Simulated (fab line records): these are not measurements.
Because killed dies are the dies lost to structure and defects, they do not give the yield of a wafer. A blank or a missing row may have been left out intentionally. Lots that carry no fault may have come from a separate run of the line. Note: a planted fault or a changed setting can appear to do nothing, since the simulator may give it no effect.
Chamber matching ; flow nand_harc ; cmp-01 running NHARC_P_BONDPAD_CMP_19: 4 sister chambers
The step polishes, t overpolish 30 s, cu recess touch 16 s, target thk 160.81 nm. 4 wafers are shown with their chamber, then 8 later ones without.

== WAFERS PAIRED WITH THEIR CHAMBERS ==
wafer;chamber;motor_current_A (A)
L087.6;2;13.4
L092.2;0;11.4
L092.5;3;11.9
L094.3;1;11.9

== WAFERS WITH NO CHAMBER GIVEN ==
wafer;motor_current_A (A)
L094.4;11.2
L094.6;11.8
L096.1;12.3
L096.2;11.4
L096.5;11.5
L097.3;11.2
L097.4;12.1
L097.5;12.4

== WHICH CHAMBER EACH ONE RAN IN ==
wafer;from the rows above;in truth
L094.4;can't be placed: 0 or 1 or 3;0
L094.6;can't be placed: 1 or 3 or 0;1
L096.1;can't be placed: 1 or 3 or 0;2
L096.2;can't be placed: 0 or 1 or 3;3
L096.5;can't be placed: 0 or 1 or 3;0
L097.3;can't be placed: 0 or 1 or 3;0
L097.4;can't be placed: 1 or 3 or 0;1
L097.5;can't be placed: 1 or 3 or 0 or 2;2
0 of 8 placed correctly. From these rows, 8 cannot be placed; in 7 the true chamber is one of the candidates. Number placed wrongly: 0.
How it was worked out, from the rows above alone: a wafer's distance from a chamber is the root of the sum, over the readings, of the square of ((its reading less the chamber's mean) divided by the reading's scatter). The wafer belongs to the nearest chamber; if the next one is less than 2 further off, it can't be placed. The mean given for a chamber averages the wafers shown for that chamber. The scatter (one wafer shown for each chamber): square how far every hidden wafer sits from the nearest shown wafer, average those squares and take the square root.
